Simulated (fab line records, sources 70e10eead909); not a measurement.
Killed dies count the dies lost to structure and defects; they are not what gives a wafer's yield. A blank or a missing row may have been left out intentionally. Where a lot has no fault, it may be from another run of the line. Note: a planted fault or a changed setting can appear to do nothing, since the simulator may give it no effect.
Chamber matching | flow nand harc | rie diel-13 running NHARC_P_BONDPAD_STRIP_15: 4 sister chambers
The step strips in O2. 8 wafers are shown with their chamber, then 8 later ones without.

WAFERS PAIRED WITH THEIR CHAMBERS
wafer  | chamber | drypump motor current A (A) | o2 flow sccm (sccm)
L080.3 | 2       | 5.5                         | 500.3
L080.6 | 2       | 5.5                         | 498.7
L081.1 | 0       | 5.6                         | 499.3
L081.5 | 1       | 6.7                         | 499.6
L084.4 | 1       | 6.6                         | 496.9
L084.5 | 0       | 5.6                         | 499.3
L084.6 | 3       | 5.9                         | 502.2
L086.2 | 3       | 5.9                         | 500.5

WAFERS MISSING THEIR CHAMBER
wafer  | drypump motor current A (A) | o2 flow sccm (sccm)
L086.5 | 5.6                         | 499.7
L086.6 | 5.9                         | 502.9
L091.2 | 5.5                         | 496.2
L091.3 | 5.9                         | 500.5
L091.4 | 5.6                         | 501.0
L097.1 | 5.9                         | 501.5
L097.2 | 6.6                         | 498.2
L097.5 | 5.6                         | 501.1

WHICH CHAMBER EACH ONE RAN IN
wafer  | from the rows above     | in truth
L086.5 | 0                       | 0
L086.6 | 3                       | 3
L091.2 | can't be placed: 2 or 0 | 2
L091.3 | 3                       | 3
L091.4 | can't be placed: 0 or 2 | 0
L097.1 | 3                       | 3
L097.2 | 1                       | 1
L097.5 | can't be placed: 0 or 2 | 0
5 of 8 placed correctly. These rows do not allow placing 3 (true chamber among the candidates in 3). 0 placed wrongly.
How it was worked out, from the rows above alone: a wafer's distance from a chamber is the root of the sum, over the readings, of the square of ((its reading less the chamber's mean) divided by the reading's scatter). The wafer belongs to the nearest chamber; if the next one is less than 2 further off, it can't be placed. A chamber's mean is the mean of its shown wafers. How the scatter is found: for the shown wafers, subtract from each reading the mean of its chamber, square and add these, divide the total by (wafers less chambers), then take the root.
